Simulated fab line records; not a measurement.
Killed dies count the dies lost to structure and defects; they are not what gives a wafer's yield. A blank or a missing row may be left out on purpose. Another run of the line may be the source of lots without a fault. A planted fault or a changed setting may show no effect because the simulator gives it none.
Which tool was responsible? + flow n5_finfet + 30 wafers from 10 lots sampled at 7 of the route's 1938 steps

WHAT THE GAUGES SHOWED, per wafer
N5_DUMMY_GATE_CD_MEAS_50 targets a cd of 14 nm.
| lot  | measured    | on        | cd_nm (nm)     |
|------|-------------|-----------|----------------|
| L939 | day 3 01:10 | cd_sem-01 | 14.2 14.3 14.7 |
| L945 | day 4 09:32 | cd_sem-02 | 14.5 13.7 14.4 |
| L949 | day 5 12:49 | cd_sem-02 | 14.6 14.9 14.2 |
| L950 | day 6 01:04 | cd_sem-03 | 14.5 13.7 14.2 |
| L951 | day 6 05:05 | cd_sem-02 | 13.4 13.7 14.4 |
| L952 | day 6 09:02 | cd_sem-03 | 14.0 13.2 13.5 |
| L953 | day 6 11:56 | cd_sem-03 | 14.1 13.5 14.5 |
| L958 | day 7 17:17 | cd_sem-02 | 14.2 13.5 13.8 |
| L961 | day 8 14:52 | cd_sem-03 | 13.9 13.4 14.1 |
| L962 | day 8 15:33 | cd_sem-03 | 14.1 14.0 14.3 |

N5_SPACER0_INSPECT_04: inspects for defects (darkfield).
| lot  | measured    | on                | raw_defect_count |
|------|-------------|-------------------|------------------|
| L939 | day 3 02:34 | defect_inspect-02 | 154 123 135      |
| L945 | day 4 10:56 | defect_inspect-02 | 101 92 108       |
| L949 | day 5 14:39 | defect_inspect-01 | 97 88 184        |
| L950 | day 6 02:26 | defect_inspect-02 | 141 107 103      |
| L951 | day 6 06:42 | defect_inspect-02 | 125 99 134       |
| L952 | day 6 10:29 | defect_inspect-02 | 1011 1058 1044   |
| L953 | day 6 13:30 | defect_inspect-02 | 993 1030 1023    |
| L958 | day 7 18:40 | defect_inspect-01 | 1016 1092 1064   |
| L961 | day 8 16:15 | defect_inspect-02 | 128 143 115      |
| L962 | day 8 18:58 | defect_inspect-02 | 146 132 166      |

N5_SD_EPI_N_INSPECT_11: inspects for defects (macro).
| lot  | measured    | on                | raw_defect_count |
|------|-------------|-------------------|------------------|
| L939 | day 3 03:01 | defect_inspect-02 | 1 3 0            |
| L945 | day 4 11:16 | defect_inspect-02 | 3 2 1            |
| L949 | day 5 15:06 | defect_inspect-01 | 2 2 0            |
| L950 | day 6 02:46 | defect_inspect-02 | 2 3 2            |
| L951 | day 6 07:09 | defect_inspect-01 | 2 1 2            |
| L952 | day 6 10:56 | defect_inspect-02 | >300 >300 >300   |
| L953 | day 6 13:50 | defect_inspect-02 | >300 >300 >300   |
| L958 | day 7 19:09 | defect_inspect-02 | >300 >300 >300   |
| L961 | day 8 16:43 | defect_inspect-02 | 2 0 3            |
| L962 | day 8 19:17 | defect_inspect-02 | 2 2 2            |

N5_SD_EPI_N_INSPECT_26: inspects for defects (darkfield).
| lot  | measured    | on                | raw_defect_count |
|------|-------------|-------------------|------------------|
| L939 | day 3 07:01 | defect_inspect-02 | 206 163 156      |
| L945 | day 4 17:23 | defect_inspect-01 | 214 137 173      |
| L949 | day 5 19:06 | defect_inspect-01 | 270 218 280      |
| L950 | day 6 08:07 | defect_inspect-02 | 219 169 238      |
| L951 | day 6 12:18 | defect_inspect-02 | 173 152 193      |
| L952 | day 6 15:51 | defect_inspect-01 | 1110 1163 1178   |
| L953 | day 6 18:33 | defect_inspect-01 | 1037 1201 1166   |
| L958 | day 7 23:14 | defect_inspect-02 | 1030 1109 1103   |
| L961 | day 8 21:25 | defect_inspect-02 | 197 238 187      |
| L962 | day 8 23:16 | defect_inspect-02 | 213 191 223      |

EACH LOT AND THE TOOL THAT RAN IT (in order: tool; ch and the chambers of the sampled wafers; start)
| lot  | N5_DUMMY_GATE_ETCH_36             | N5_DUMMY_GATE_STRIP_48            | N5_SPACER0_ALD_07                |
|------|-----------------------------------|-----------------------------------|----------------------------------|
| L939 | rie_diel-03 ch 0,1,3, day 3 00:43 | rie_diel-06 ch 0,2,3, day 3 01:46 | ald_sin-01 ch 1,2, day 3 01:59   |
| L945 | rie_diel-03 ch 0,2,3, day 4 09:16 | rie_diel-03 ch 1,2,3, day 4 10:07 | ald_sin-01 ch 1,2,3, day 4 10:22 |
| L949 | rie_diel-03 ch 1,2, day 5 12:33   | rie_diel-06 ch 0,1,3, day 5 13:25 | ald_sin-01 ch 2,3, day 5 14:05   |
| L950 | rie_diel-03 ch 2,3, day 6 00:47   | rie_diel-03 ch 0,1,3, day 6 01:38 | ald_sin-01 ch 0,3, day 6 01:52   |
| L951 | rie_diel-01 ch 0,1,3, day 6 04:49 | rie_diel-03 ch 0,2,3, day 6 05:40 | ald_sin-02 ch 1,2,3, day 6 06:08 |
| L952 | rie_diel-06 ch 0,2,3, day 6 08:46 | rie_diel-06 ch 0,1,3, day 6 09:38 | ald_sin-01 ch 0,2,3, day 6 09:55 |
| L953 | rie_diel-01 ch 0,1,3, day 6 11:40 | rie_diel-03 ch 0,1,2, day 6 12:43 | ald_sin-01 ch 0,1,2, day 6 12:56 |
| L958 | rie_diel-03 ch 0,2, day 7 16:59   | rie_diel-03 ch 0,2,3, day 7 17:52 | ald_sin-01 ch 1,2,3, day 7 18:06 |
| L961 | rie_diel-01 ch 0,2,3, day 8 14:36 | rie_diel-01 ch 0,2, day 8 15:28   | ald_sin-02 ch 1,3, day 8 15:41   |
| L962 | rie_diel-01 ch 0,2,3, day 8 15:14 | rie_diel-06 ch 0,2,3, day 8 16:13 | ald_sin-02 ch 0,1,3, day 8 18:23 |
- N5_DUMMY_GATE_ETCH_36: etches SiARC in CF4, target depth 13 nm.
- N5_DUMMY_GATE_STRIP_48: strips in N2/H2, time 20 s.
- N5_SPACER0_ALD_07: deposits SiNx, target thk 2 nm.

WHAT THE TOOLS THEMSELVES READ (means of the sampled wafers that have a number; where no wafer has one, the mark that the record gives instead)
N5_DUMMY_GATE_ETCH_36.
| lot  | tool        | drypump_motor_current_A (A) | oes_product_au (a.u.) | rf_vpp_V (V) | showerhead_plenum_p_Torr (Torr) | throttle_valve_pct (%) |
|------|-------------|-----------------------------|-----------------------|--------------|---------------------------------|------------------------|
| L939 | rie_diel-03 | 6.1                         | 0.78                  | 185.0        | 2.13                            | 15.63                  |
| L945 | rie_diel-03 | 5.9                         | 0.77                  | 184.1        | 2.18                            | 15.65                  |
| L949 | rie_diel-03 | 6.4                         | 0.69                  | 183.8        | 2.17                            | 15.92                  |
| L950 | rie_diel-03 | 5.9                         | 0.77                  | 183.6        | 2.13                            | 15.46                  |
| L951 | rie_diel-01 | 5.5                         | 0.73                  | 183.8        | 2.17                            | 15.98                  |
| L952 | rie_diel-06 | 6.0                         | 0.76                  | 182.5        | 2.05                            | 15.57                  |
| L953 | rie_diel-01 | 5.5                         | 0.74                  | 183.7        | 2.17                            | 16.00                  |
| L958 | rie_diel-03 | 5.9                         | 0.73                  | 185.2        | 2.22                            | 15.91                  |
| L961 | rie_diel-01 | 5.4                         | 0.73                  | 185.1        | 2.17                            | 15.90                  |
| L962 | rie_diel-01 | 5.4                         | 0.73                  | 183.6        | 2.17                            | 15.89                  |

N5_DUMMY_GATE_STRIP_48.
| lot  | tool        | drypump_motor_current_A (A) | oes_product_au (a.u.) | rf_vpp_V (V) | showerhead_plenum_p_Torr (Torr) | throttle_valve_pct (%) |
|------|-------------|-----------------------------|-----------------------|--------------|---------------------------------|------------------------|
| L939 | rie_diel-06 | 6.0                         | 0.78                  | 45.4         | 3.24                            | 12.17                  |
| L945 | rie_diel-03 | 6.3                         | 0.75                  | 44.9         | 3.34                            | 12.21                  |
| L949 | rie_diel-06 | 6.3                         | 0.83                  | 46.0         | 3.33                            | 12.02                  |
| L950 | rie_diel-03 | 6.2                         | 0.76                  | 44.5         | 3.35                            | 12.28                  |
| L951 | rie_diel-03 | 5.9                         | 0.76                  | 45.5         | 3.44                            | 12.26                  |
| L952 | rie_diel-06 | 6.3                         | 0.82                  | 45.7         | 3.33                            | 12.02                  |
| L953 | rie_diel-03 | 6.3                         | 0.72                  | 45.5         | 3.41                            | 12.41                  |
| L958 | rie_diel-03 | 6.0                         | 0.76                  | 45.1         | 3.43                            | 12.28                  |
| L961 | rie_diel-01 | 5.5                         | 0.71                  | 44.9         | 3.45                            | 12.46                  |
| L962 | rie_diel-06 | 6.0                         | 0.75                  | 45.5         | 3.22                            | 12.26                  |

N5_SPACER0_ALD_07.
| lot  | tool       | heater_power_w (W) |
|------|------------|--------------------|
| L939 | ald_sin-01 | 946                |
| L945 | ald_sin-01 | 871                |
| L949 | ald_sin-01 | 810                |
| L950 | ald_sin-01 | 913                |
| L951 | ald_sin-02 | 808                |
| L952 | ald_sin-01 | 887                |
| L953 | ald_sin-01 | 958                |
| L958 | ald_sin-01 | 871                |
| L961 | ald_sin-02 | 800                |
| L962 | ald_sin-02 | 830                |

THE ANSWER, worked out from the rows above alone
Rule: what is usual is taken from the lots themselves. The widest of any qualifying gaps counts: lots, ordered by their means at a reading, are off when they make up no more than a third of the lots, leave a main group of 4 or more, and stand apart from it by 3 or more times the standard deviation of that group's means. The tables above print the reading to a certain number of digits; a main group whose means all agree to those digits is not used. Also off: a lot with no number at a reading for which 4 or more lots have one. All remaining lots with rows at the step are treated as sound. Order of review: gauges by route order, followed by the tools' own readings, for which a lot's mean as printed above is used. The first step at which some lot is off is used, and at that step the reading that is off furthest; a lot without a number counts as furthest.
Off, at N5_SPACER0_INSPECT_04 on raw_defect_count: L952, L953, L958. Mean 125 and standard deviation 14 in the main group.
If a tool, at a process step before that reading, ran all the lots that are off and no sound lot after the first of them, it fits. Gauges at N5_SPACER0_INSPECT_04: tried the same way as those tools. One fits: N5_SPACER0_ALD_07 on ald_sin-01. A fault onset in the window from L950 (day 6 01:52, its last sound lot) to L952 (day 6 09:55, its first lot off) fits.

WHAT WAS PUT IN BY THE SIMULATOR
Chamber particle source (ald_sin-01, N5_SPACER0_ALD_07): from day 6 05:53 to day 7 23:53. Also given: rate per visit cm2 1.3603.
Shown lots that were struck: L952, L953, L958. The rule given above showed the same thing.
